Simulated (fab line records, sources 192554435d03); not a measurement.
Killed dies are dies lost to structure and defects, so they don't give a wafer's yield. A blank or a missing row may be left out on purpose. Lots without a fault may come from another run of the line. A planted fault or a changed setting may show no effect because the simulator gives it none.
Chamber matching | flow n5_finfet | N5_FIN_SAQP_ETCH_67 on rie_diel-04: 4 sister chambers
The step etches SiNx in CH3F/O2, target depth 30 nm. 14 wafers are shown with their chamber, then 7 later ones without.

WAFERS WITH THEIR CHAMBER
wafer  | chamber | showerhead_plenum_p_Torr (Torr) | drypump_motor_current_A (A) | rf_vpp_V (V)
L075.1 | 1       | 2.01                            | 5.39                        | 306
L075.5 | 0       | 2.04                            | 6.23                        | 309
L075.6 | 1       | 2.01                            | 5.42                        | 306
L077.3 | 2       | 2.08                            | 5.46                        | 287
L077.4 | 1       | 2.00                            | 5.39                        | 306
L077.6 | 3       | 1.97                            | 6.12                        | 301
L078.1 | 1       | 2.00                            | 5.42                        | 305
L078.5 | 3       | 1.97                            | 6.15                        | 299
L078.6 | 1       | 2.00                            | 5.42                        | 307
L081.1 | 2       | 2.08                            | 5.46                        | 285
L081.2 | 3       | 1.97                            | 6.18                        | 300
L081.5 | 0       | 2.04                            | 6.22                        | 308
L085.1 | 3       | 1.97                            | 6.21                        | 298
L085.4 | 1       | 2.00                            | 5.40                        | 307

SIGNATURES (means of the wafers above)
reading                  | chamber 0 | chamber 1 | chamber 2 | chamber 3 | scatter within a chamber
showerhead_plenum_p_Torr | 2.0400    | 2.0033    | 2.0800    | 1.9700    | 0.00365
drypump_motor_current_A  | 6.2250    | 5.4067    | 5.4600    | 6.1650    | 0.0238
rf_vpp_V                 | 308.50    | 306.17    | 286.00    | 299.50    | 1.02
Rule: a wafer's distance from a chamber is the root of the sum, over the readings, of the square of ((its reading less the chamber's mean) divided by the reading's scatter). The wafer belongs to the nearest chamber; if the next one is less than 2 further off, it can't be placed. The scatter: the root of (the sum of the squares of (reading less its chamber's mean) over the shown wafers, divided by (wafers less chambers)).

WAFERS WITHOUT THEIR CHAMBER
wafer  | showerhead_plenum_p_Torr (Torr) | drypump_motor_current_A (A) | rf_vpp_V (V)
L085.5 | 1.97                            | 6.16                        | 299
L095.1 | 2.07                            | 5.46                        | 285
L095.4 | 1.99                            | 5.42                        | 305
L095.5 | 1.96                            | 6.14                        | 300
L097.1 | 1.96                            | 6.16                        | 298
L097.2 | 2.03                            | 6.23                        | 308
L097.6 | 1.96                            | 6.12                        | 297

WHICH CHAMBER EACH WENT THROUGH
wafer  | from the rows above | in truth
L085.5 | 3                   | 3
L095.1 | 2                   | 2
L095.4 | 1                   | 1
L095.5 | 3                   | 3
L097.1 | 3                   | 3
L097.2 | 0                   | 0
L097.6 | 3                   | 3
Placed correctly: 7 of 7. Can't be placed from these rows: 0. Placed wrongly: 0.
